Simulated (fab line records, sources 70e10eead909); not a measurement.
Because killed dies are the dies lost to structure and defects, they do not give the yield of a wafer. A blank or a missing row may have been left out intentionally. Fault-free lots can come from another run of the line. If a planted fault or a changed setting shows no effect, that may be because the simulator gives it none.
fab line records	flow nand-harc	part 1 of 2: steps 1 to 4 of 6
record: lots: 20	wafers: 60	last-day: 24
route steps=1159 shown A_STAIRCASE@687 A_SGD_CUT@762 A_SLIT@795
lots with no fault: from the same line, run without faults
start-h: start of the lot's first displayed wafer, in hours after the record's first day	wait-h: hours since the lot's step before	" as in the row above	L1.1+2: a single row standing in for several wafers	- no value present, or no start provided	* or withheld: withheld	< > ~ a bound
route shown NAME@n: NAME is a module with steps in the file, n the number in the route of the first one	usual: mean/standard deviation of fault-free wafers	same: alike in all rows	chamber/n: place in a boat	sites: the reading at each site	_std_site: the values' standard deviation	_edge_site: the outer-site mean with the inner-site mean subtracted	radius-mm: how far each site lies from the wafer's centre	mask NAME#n: copy n	behind: the last tool/chamber to shape the wafer	hold: cause of the lot's hold/its duration in hours/its outcome	device: which transistor (n, p or np) failed to switch	end of line: at the end of the route, the tests of the same wafers	a step without rows: its recipe alone	killed: dies lost to structure and defects at the first sort, not the wafer's yield	map: per-die view of a wafer (x killed, . not killed, _ where there is no die)
set.NAME: the run value of the setting; set.NAME@STEP: its run value at that earlier step	model.NAME: the simulator's own value behind a step, which no gauge read
steps of the route over a sample of lots; a table a step, a row a wafer
services: the hour from which a tool's chamber was out of use, counted from the record's first day as start-h (under 0 if before that day), plus the number of hours and why
== steps ==
step: NHARC_A_STAIRCASE_DESCUM_312
recipe: time-s: 3	o2-flow-sccm: 200	ar-flow-sccm: 0	bias-power-w: 0	chemistry: O2
usual: drypump-motor-current-A: 6.0/0.42	oes-product-au: 0.999/0.011	rf-vpp-V: 57.6/0.88	showerhead-plenum-p-Torr: 1.86/0.064	throttle-valve-pct: 11.310/0.0086
lot.wafer	tool	chamber	start-h	wait-h	drypump-motor-current-A	oes-product-au	rf-hours-counter-h	rf-vpp-V	showerhead-plenum-p-Torr	throttle-valve-pct
L075.3	rie-diel-03	1	260.01	-	6.0	1.001	14	55.7	1.84	11.311
L075.2	"	3	"	"	5.3	1.006	11	57.3	1.88	11.310
L075.6	"	1	"	"	6.0	1.003	-	56.5	1.84	11.312
L074.3	rie-diel-08	3	261.57	-	5.5	0.989	50	57.5	1.86	11.324
L074.4	"	1	"	"	5.9	1.006	49	59.0	1.85	11.302
L074.5	"	2	"	"	6.5	0.991	-	57.8	1.95	11.310
L077.4	rie-diel-03	1	263.81	-	6.0	1.013	17	56.5	1.84	11.306
L077.2	"	3	"	"	5.3	1.003	13	56.4	1.87	11.300
L077.5	"	1	"	"	6.0	1.012	-	57.2	1.84	11.308
L076.4	rie-diel-08	3	274.40	-	5.6	0.999	55	58.1	1.86	11.331
L076.2	"	0	"	"	6.2	0.987	54	57.6	1.80	11.319
L076.3	"	1	"	"	5.9	1.007	55	57.0	1.85	11.310
L080.3	rie-diel-03	0	284.22	-	6.5	1.000	19	57.0	1.79	11.295
L080.1	"	2	"	"	5.6	1.000	19	56.1	1.81	11.310
L080.6	"	1	"	"	6.0	1.006	-	56.2	1.84	11.309
L079.1	rie-diel-03	3	286.21	-	5.3	1.026	18	58.0	1.87	11.309
L079.2	"	2	"	"	5.6	1.010	19	56.3	1.81	11.318
L079.5	"	3	"	"	5.3	1.011	-	57.4	1.87	11.300
L081.2	rie-diel-03	0	305.36	-	6.5	1.016	27	57.4	1.79	11.315
L081.1	"	1	"	"	6.0	1.012	29	57.1	1.83	11.313
L081.4	"	2	"	"	5.6	1.011	28	58.4	1.81	11.310
L083.2	rie-diel-12	3	317.52	-	6.5	0.991	47	59.2	1.99	11.301
L083.3	"	1	"	"	5.9	1.001	42	57.2	1.81	11.314
L083.6	"	1	"	"	5.9	0.998	-	56.8	1.81	11.301
L082.1	rie-diel-08	1	318.54	-	5.9	1.012	2	57.4	1.85	11.300
L082.4	"	0	"	"	6.2	1.002	3	57.3	1.80	11.320
L082.5	"	1	"	"	5.9	1.019	-	57.8	1.85	11.306
L084.2	rie-diel-12	2	321.24	-	6.3	0.992	43	57.1	1.98	11.320
L084.1	"	1	"	"	5.9	0.986	43	57.9	1.81	11.314
L084.5	"	3	"	"	6.5	0.991	-	58.5	1.99	11.309
L087.1	rie-diel-03	3	328.82	-	5.3	1.002	36	56.1	1.87	11.296
L087.2	"	0	"	"	6.5	1.012	37	57.2	1.78	11.304
L087.4	"	1	"	"	6.0	1.011	38	57.7	1.83	11.312
L086.2	rie-diel-08	2	329.00	-	6.4	0.984	8	58.9	1.94	11.301
L086.5	"	3	"	"	5.5	0.978	-	58.6	1.85	11.301
L086.6	"	0	"	"	6.3	0.982	-	58.8	1.80	11.319
L088.3	rie-diel-12	3	338.74	-	6.5	0.993	57	58.0	1.99	11.312
L088.4	"	3	"	"	6.5	0.996	-	58.6	1.99	11.311
L088.5	"	2	"	"	6.3	0.989	-	59.0	1.98	11.298
L091.1	rie-diel-08	1	357.74	-	5.9	0.998	14	58.0	1.84	11.310
L091.2	"	3	"	"	5.5	0.990	15	58.6	1.85	11.309
L091.5	"	0	"	"	6.2	0.986	-	56.2	1.79	11.320
L092.2	rie-diel-08	3	368.17	-	5.5	0.986	20	56.1	1.85	11.313
L092.3	"	1	"	"	5.9	1.004	17	59.7	1.84	11.301
L092.6	"	0	"	"	6.2	0.989	-	57.8	1.79	11.328
L094.1	rie-diel-03	3	373.89	-	5.3	1.005	50	57.6	1.86	11.309
L094.3	"	2	"	"	5.6	1.016	52	57.5	1.80	11.318
L094.6	"	3	"	"	5.2	1.017	-	58.0	1.86	11.321
L093.2	rie-diel-03	0	378.45	-	6.5	1.005	54	56.9	1.78	11.321
L093.1	"	1	"	"	6.0	1.014	55	57.0	1.83	11.318
L093.4	"	2	"	"	5.6	1.004	53	58.4	1.80	11.309
L095.4	rie-diel-08	0	385.20	-	6.3	0.987	26	58.0	1.79	11.332
L095.2	"	2	"	"	6.5	0.991	25	58.8	1.94	11.308
L095.6	"	3	"	"	5.5	0.977	-	58.1	1.85	11.312
L096.2	rie-diel-08	3	388.27	-	5.5	0.980	30	57.2	1.85	11.315
L096.4	"	1	"	"	5.9	1.013	26	58.0	1.84	11.301
L096.5	"	2	"	"	6.5	0.995	-	58.1	1.94	11.326
L097.3	rie-diel-12	0	402.00	-	5.7	1.010	4	57.4	1.86	11.318
L097.4	"	1	"	"	5.9	0.989	3	57.1	1.80	11.311
L097.5	"	0	"	"	5.7	1.008	-	57.6	1.86	11.310
step: NHARC_A_STAIRCASE_STRIP_476
recipe: time-s: 20	o2-flow-sccm: 500	ar-flow-sccm: 0	bias-w: 0	chemistry: O2
usual: drypump-motor-current-A: 6.1/0.37	oes-product-au: 0.998/0.01	rf-vpp-V: 57.7/0.86	showerhead-plenum-p-Torr: 3.48/0.13	throttle-valve-pct: 17.038/0.0088
lot.wafer	tool	chamber	start-h	wait-h	drypump-motor-current-A	oes-product-au	rf-hours-counter-h	rf-vpp-V	showerhead-plenum-p-Torr	throttle-valve-pct
L075.3	rie-diel-03	1	265.52	0.1	6.0	1.002	18	57.2	3.40	17.028
L075.2	"	2	"	"	5.6	0.994	16	56.8	3.36	17.022
L075.6	"	0	"	"	6.5	0.996	-	57.7	3.32	17.046
L074.3	rie-diel-12	0	265.80	0.2	5.7	0.994	24	58.8	3.46	17.040
L074.4	"	1	"	"	5.9	0.988	22	57.0	3.36	17.050
L074.5	"	3	"	"	6.5	1.003	-	57.6	3.68	17.034
L077.4	rie-diel-08	1	268.06	0.1	5.9	1.006	53	57.9	3.42	17.020
L077.2	"	2	"	"	6.5	1.000	54	57.6	3.59	17.031
L077.5	"	2	"	"	6.5	1.001	-	57.7	3.59	17.033
L076.3	rie-diel-03	2	278.48	0.1	5.6	1.010	18	58.1	3.35	17.038
L076.4	"	0	"	"	6.5	0.996	19	58.4	3.32	17.037
L076.2	"	1	"	"	6.0	1.003	20	57.5	3.40	17.037
L080.1	rie-diel-08	0	288.51	0.1	6.3	0.991	58	56.7	3.33	17.029
L080.3	"	1	"	"	5.9	1.012	59	58.3	3.42	17.044
L080.6	"	1	"	"	5.9	1.020	-	57.0	3.42	17.025
L079.1	rie-diel-12	2	291.68	0.1	6.3	0.998	29	58.4	3.65	17.024
L079.2	"	3	"	"	6.5	0.986	35	59.0	3.67	17.040
L079.5	"	1	"	"	5.9	0.980	-	58.0	3.36	17.043
L081.2	rie-diel-12	2	309.60	0.1	6.3	0.999	38	58.9	3.65	17.037
L081.1	"	3	"	"	6.5	0.995	44	59.0	3.67	17.049
L081.4	"	1	"	"	5.9	0.993	-	58.2	3.35	17.041
L083.3	rie-diel-08	2	321.85	0.1	6.4	0.976	3	57.5	3.58	17.041
L083.2	"	1	"	"	5.9	1.002	4	58.5	3.41	17.037
L083.6	"	3	"	"	5.5	0.988	-	59.9	3.43	17.046
L082.1	rie-diel-12	1	322.80	0.3	5.9	0.981	44	56.5	3.35	17.035
L082.5	"	2	"	"	6.3	1.006	-	57.6	3.64	17.032
L082.4	"	3	"	"	6.5	0.988	-	58.8	3.66	17.031
L084.2	rie-diel-08	2	327.06	1.5	6.5	0.990	7	58.2	3.58	17.041
L084.1	"	1	"	"	5.9	1.004	6	57.7	3.41	17.030
L084.5	"	3	"	"	5.6	1.005	-	56.5	3.42	17.040
L087.2	rie-diel-12	2	333.14	0.1	6.3	1.001	50	59.3	3.64	17.053
L087.1	"	1	"	"	5.9	0.990	50	57.7	3.35	17.033
L087.4	"	3	"	"	6.5	0.999	-	57.6	3.66	17.038
L086.2	rie-diel-12	3	334.58	0.1	6.5	0.995	56	58.6	3.66	17.045
L086.5	"	1	"	"	5.9	0.980	-	56.9	3.35	17.057
L086.6	"	2	"	"	6.3	0.998	-	58.0	3.64	17.042
L088.4	rie-diel-12	2	343.03	0.1	6.3	1.009	53	58.2	3.64	17.032
L088.3	"	0	"	"	5.7	1.009	41	56.2	3.45	17.033
L088.5	"	3	"	"	6.5	1.005	-	59.3	3.66	17.046
L091.1	rie-diel-03	3	361.82	0.1	5.3	1.015	47	57.7	3.44	17.048
L091.2	"	1	"	"	6.0	0.994	50	58.0	3.38	17.032
L091.5	"	2	"	"	5.6	1.021	-	56.9	3.34	17.054
L092.3	rie-diel-03	0	373.78	0.1	6.5	1.011	53	57.7	3.30	17.046
L092.2	"	2	"	"	5.5	1.018	52	57.5	3.34	17.036
L092.6	"	1	"	"	6.0	1.002	-	58.1	3.38	17.040
L094.1	rie-diel-08	1	378.25	0.1	5.9	1.006	22	56.2	3.40	17.033
L094.3	"	2	"	"	6.5	0.998	22	59.2	3.57	17.050
L094.6	"	0	"	"	6.3	0.990	-	57.1	3.32	17.042
L093.4	rie-diel-03	3	382.58	0.1	5.2	1.021	52	58.0	3.44	17.037
L093.1	"	0	"	"	6.5	1.007	55	56.5	3.30	17.047
L093.2	"	2	"	"	5.6	1.008	53	58.2	3.33	17.032
L095.4	rie-diel-12	2	389.48	0.1	6.3	0.991	0	58.2	3.63	17.041
L095.2	"	3	"	"	6.5	0.994	0	58.6	3.65	17.058
L095.6	"	3	"	"	6.5	0.987	-	58.5	3.65	17.038
L096.4	rie-diel-12	1	392.40	0.1	5.9	0.982	1	57.2	3.34	17.045
L096.2	"	2	"	"	6.3	0.990	1	58.9	3.63	17.047
L096.5	"	1	"	"	5.9	0.972	-	57.7	3.34	17.042
L097.3	rie-diel-12	2	406.05	0.1	6.3	0.982	5	57.7	3.63	17.029
L097.4	"	3	"	"	6.5	0.996	5	59.0	3.65	17.029
L097.5	"	2	"	"	6.3	0.986	-	57.2	3.63	17.042
step: NHARC_A_SGD_CUT_ETCH_58
recipe: target-depth-a: 390	over-etch-frac: 0.3	time-s: 65	ion-energy-ev: 80	cf4-flow-sccm: 150	ar-flow-sccm: 0	rf-w: 300	bias-w: 100	chemistry: CF4
usual: cf4-flow-sccm: 150.0/0.42	drypump-motor-current-A: 5.8/0.32	oes-product-au: 1.002/0.0092	rf-vpp-V: 150.8/1.1	showerhead-plenum-p-Torr: 1.73/0.068	throttle-valve-pct: 13.284/0.0097
lot.wafer	tool	chamber	start-h	wait-h	cf4-flow-sccm	drypump-motor-current-A	oes-product-au	rf-hours-counter-h	rf-vpp-V	showerhead-plenum-p-Torr	throttle-valve-pct
L077.2	rie-diel-07	0	305.44	0.2	150.6	5.6	1.012	5	150.4	1.69	13.274
L077.4	"	1	"	"	149.5	5.6	0.996	4	151.0	1.85	13.290
L077.5	"	1	"	"	149.6	5.7	0.985	-	153.0	1.85	13.284
L075.3	rie-diel-04	3	305.57	0.1	150.2	5.8	0.993	1	149.9	1.66	13.273
L075.2	"	0	"	"	149.6	5.4	1.006	1	149.7	1.66	13.292
L075.6	"	3	"	"	149.9	5.8	0.995	-	149.9	1.66	13.277
L074.4	rie-diel-07	2	306.53	0.1	149.7	5.6	1.012	5	151.3	1.74	13.284
L074.3	"	0	"	"	150.9	5.6	1.005	5	149.2	1.68	13.280
L074.5	"	2	"	"	149.7	5.6	0.996	-	151.0	1.74	13.275
L076.2	rie-diel-07	2	323.24	0.1	149.8	5.6	1.024	7	151.1	1.74	13.274
L076.4	"	3	"	"	149.4	5.9	1.016	7	149.9	1.67	13.280
L076.3	"	1	"	"	150.4	5.6	0.991	7	152.4	1.85	13.297
L079.1	rie-diel-04	2	332.05	0.1	150.5	6.3	1.007	5	152.2	1.81	13.302
L079.2	"	3	"	"	150.1	5.8	0.990	5	151.0	1.66	13.284
L079.5	"	3	"	"	150.0	5.8	0.987	-	150.1	1.66	13.280
L080.1	rie-diel-10	0	334.48	0.1	149.3	5.7	0.978	16	150.2	1.65	13.271
L080.3	"	1	"	"	150.0	5.7	0.994	15	150.0	1.73	13.278
L080.6	"	0	"	"	149.3	5.7	0.989	-	150.1	1.65	13.274
L081.2	rie-diel-07	2	354.21	0.1	150.4	5.6	1.005	10	151.3	1.74	13.283
L081.4	"	3	"	"	149.8	5.9	1.014	10	150.5	1.67	13.272
L081.1	"	0	"	"	149.7	5.6	1.012	10	149.8	1.68	13.267
L082.1	rie-diel-07	2	368.91	0.1	150.1	5.6	0.998	11	150.1	1.74	13.296
L082.4	"	3	"	"	149.8	5.9	0.993	11	149.4	1.67	13.295
L082.5	"	2	"	"	150.1	5.6	1.009	-	150.2	1.74	13.302
L084.2	rie-diel-04	3	370.16	0.1	149.5	5.8	0.995	8	149.8	1.66	13.257
L084.1	"	0	"	"	150.4	5.4	1.016	7	149.5	1.66	13.287
L084.5	"	3	"	"	149.8	5.8	0.990	-	151.2	1.66	13.286
L083.2	rie-diel-10	2	371.41	0.1	149.9	6.3	1.001	1	151.6	1.84	13.284
L083.3	"	0	"	"	150.7	5.8	0.995	1	149.3	1.65	13.284
L083.6	"	1	"	"	149.9	5.7	0.999	-	150.1	1.72	13.272
L086.2	rie-diel-04	1	380.81	0.1	150.3	6.7	0.993	5	152.3	1.77	13.286
L086.6	"	3	"	"	149.9	5.8	1.002	-	150.0	1.66	13.287
L086.5	"	0	"	"	149.8	5.4	1.011	-	150.8	1.66	13.276
L087.2	rie-diel-04	3	381.47	0.1	149.8	5.8	1.000	10	150.9	1.66	13.292
L087.1	"	0	"	"	150.0	5.4	1.009	9	150.5	1.66	13.295
L087.4	"	1	"	"	149.8	6.7	1.006	5	150.7	1.77	13.289
L088.3	rie-diel-10	0	385.70	0.1	149.8	5.8	0.995	4	150.5	1.65	13.285
L088.4	"	3	"	"	149.8	5.8	0.996	3	150.0	1.74	13.280
L088.5	"	0	"	"	149.2	5.8	0.992	-	149.3	1.65	13.275
L091.2	rie-diel-04	3	405.64	0.1	149.9	5.8	1.001	13	150.6	1.66	13.286
L091.1	"	1	"	"	150.1	6.6	0.995	7	151.6	1.77	13.279
L091.5	"	2	"	"	149.4	6.3	1.001	-	152.0	1.81	13.303
L092.2	rie-diel-04	2	419.90	0.1	149.9	6.3	1.001	15	151.2	1.81	13.280
L092.3	"	3	"	"	149.4	5.8	1.000	14	149.0	1.66	13.284
L092.6	"	1	"	"	149.7	6.6	0.995	-	151.7	1.77	13.286
L094.3	rie-diel-07	3	420.33	0.1	150.6	5.9	1.007	0	150.6	1.67	13.292
L094.1	"	2	"	"	150.2	5.6	1.006	1	150.7	1.74	13.270
L094.6	"	0	"	"	150.0	5.7	1.010	-	150.7	1.68	13.287
L096.4	rie-diel-07	0	436.08	0.1	150.4	5.6	1.001	1	149.9	1.68	13.289
L096.2	"	1	"	"	150.2	5.7	0.983	2	151.8	1.85	13.296
L096.5	"	3	"	"	150.3	5.9	0.989	-	150.7	1.67	13.269
L095.4	rie-diel-10	1	436.31	0.1	150.1	5.8	0.991	9	150.2	1.72	13.262
L095.2	"	2	"	"	149.6	6.3	1.005	8	152.2	1.84	13.299
L095.6	"	0	"	"	149.5	5.7	1.001	-	148.3	1.65	13.283
L093.1	rie-diel-04	1	436.59	0.2	150.1	6.6	0.999	10	151.5	1.77	13.263
L093.2	"	3	"	"	150.4	5.8	1.004	15	150.4	1.66	13.273
L093.4	"	0	"	"	150.7	5.4	1.013	-	150.7	1.66	13.290
L097.4	rie-diel-07	1	450.40	0.1	150.6	5.6	0.984	2	152.2	1.85	13.281
L097.3	"	3	"	"	150.3	5.9	1.002	2	150.2	1.67	13.276
L097.5	"	0	"	"	150.2	5.6	1.021	-	150.7	1.68	13.271
step: NHARC_A_SGD_CUT_ETCH_15
recipe: target-depth-a: 750	time-s: 64.3	ch3f-flow-sccm: 50	o2-flow-sccm: 30	ar-flow-sccm: 200	rf-w: 500	bias-w: 100	chemistry: CH3F/O2
usual: drypump-motor-current-A: 5.9/0.34	oes-product-au: 0.962/0.016	rf-vpp-V: 263.0/1.7	showerhead-plenum-p-Torr: 2.40/0.1	throttle-valve-pct: 20.663/0.0082
lot.wafer	tool	chamber	start-h	wait-h	drypump-motor-current-A	oes-product-au	rf-hours-counter-h	rf-vpp-V	showerhead-plenum-p-Torr	throttle-valve-pct
L077.2	rie-diel-07	2	-	-	5.6	0.967	5	262.6	2.42	20.662
L077.4	"	0	"	"	5.6	0.952	5	262.0	2.34	20.671
L077.5	"	3	"	"	5.9	0.965	-	261.2	2.32	20.661
L075.2	rie-diel-04	3	-	-	5.8	0.917	1	261.3	2.30	20.678
L075.3	"	1	"	"	6.7	0.947	1	263.7	2.47	20.669
L075.6	"	3	"	"	5.8	0.924	-	261.5	2.30	20.659
L074.4	rie-diel-07	2	-	-	5.6	0.981	6	265.6	2.41	20.659
L074.3	"	3	"	"	5.9	0.968	6	262.5	2.32	20.669
L074.5	"	1	"	"	5.6	0.956	-	266.3	2.58	20.664
L076.2	rie-diel-07	0	-	-	5.6	0.975	7	262.8	2.34	20.657
L076.4	"	2	"	"	5.6	0.969	7	263.5	2.41	20.668
L076.3	"	3	"	"	5.9	0.992	7	260.9	2.32	20.671
L079.2	rie-diel-04	0	-	-	5.4	0.968	3	262.2	2.31	20.664
L079.1	"	2	"	"	6.3	0.972	5	264.5	2.52	20.676
L079.5	"	0	"	"	5.4	0.965	-	262.3	2.31	20.674
L080.1	rie-diel-10	1	-	-	5.7	0.949	15	262.3	2.40	20.660
L080.3	"	2	"	"	6.4	0.958	16	265.6	2.57	20.653
L080.6	"	2	"	"	6.3	0.943	-	265.6	2.57	20.662
L081.4	rie-diel-07	3	-	-	5.9	0.979	10	262.0	2.32	20.666
L081.2	"	1	"	"	5.7	0.959	10	266.1	2.58	20.665
L081.1	"	2	"	"	5.6	0.988	10	263.4	2.41	20.654
L082.1	rie-diel-07	3	-	-	5.9	0.982	11	262.1	2.32	20.663
L082.4	"	0	"	"	5.6	0.977	11	261.5	2.34	20.657
L082.5	"	0	"	"	5.6	0.983	-	262.2	2.34	20.655
L084.2	rie-diel-04	0	-	-	5.4	0.974	7	262.1	2.30	20.656
L084.1	"	3	"	"	5.8	0.977	9	260.3	2.30	20.670
L084.5	"	0	"	"	5.4	0.980	-	261.6	2.31	20.655
L083.3	rie-diel-10	0	-	-	5.8	0.949	2	261.9	2.29	20.663
L083.2	"	1	"	"	5.8	0.955	2	262.4	2.39	20.675
L083.6	"	3	"	"	5.8	0.968	-	264.4	2.41	20.664
L086.2	rie-diel-04	1	-	-	6.7	0.975	5	265.4	2.47	20.658
L086.5	"	1	"	"	6.7	0.961	-	264.3	2.46	20.663
L086.6	"	2	"	"	6.3	0.970	-	263.5	2.52	20.670
L087.1	rie-diel-04	2	-	-	6.3	0.958	10	264.0	2.52	20.660
L087.2	"	3	"	"	5.8	0.955	11	260.3	2.30	20.662
L087.4	"	0	"	"	5.4	0.954	9	261.3	2.30	20.670
L088.3	rie-diel-10	2	-	-	6.4	0.960	3	266.1	2.56	20.648
L088.4	"	1	"	"	5.8	0.964	3	263.3	2.39	20.657
L088.5	"	3	"	"	5.8	0.983	-	261.2	2.41	20.654
L091.1	rie-diel-04	3	-	-	5.8	0.977	13	261.1	2.30	20.659
L091.2	"	0	"	"	5.4	0.965	11	260.8	2.30	20.663
L091.5	"	0	"	"	5.4	0.972	-	262.3	2.30	20.679
L092.3	rie-diel-04	2	-	-	6.2	0.935	15	265.5	2.51	20.658
L092.2	"	1	"	"	6.7	0.927	9	263.4	2.46	20.675
L092.6	"	2	"	"	6.2	0.928	-	263.8	2.51	20.656
L094.3	rie-diel-07	0	-	-	5.7	0.976	1	262.4	2.33	20.642
L094.1	"	2	"	"	5.6	0.960	1	262.9	2.41	20.674
L094.6	"	3	"	"	5.9	0.977	-	262.9	2.32	20.663
L096.4	rie-diel-07	3	-	-	5.9	0.955	1	261.6	2.32	20.664
L096.2	"	2	"	"	5.6	0.951	2	261.9	2.41	20.659
L096.5	"	0	"	"	5.6	0.985	-	261.5	2.33	20.658
L095.4	rie-diel-10	1	-	-	5.8	0.933	9	263.0	2.39	20.669
L095.2	"	2	"	"	6.3	0.924	9	265.5	2.56	20.648
L095.6	"	1	"	"	5.7	0.937	-	261.3	2.39	20.650
L093.1	rie-diel-04	0	-	-	5.4	0.952	15	262.4	2.30	20.652
L093.2	"	1	"	"	6.7	0.949	10	262.8	2.46	20.667
L093.4	"	0	"	"	5.4	0.957	-	263.1	2.30	20.671
L097.3	rie-diel-07	0	-	-	5.7	0.954	2	262.8	2.33	20.684
L097.4	"	1	"	"	5.6	0.948	2	265.4	2.58	20.674
L097.5	"	1	"	"	5.6	0.950	-	264.4	2.58	20.665
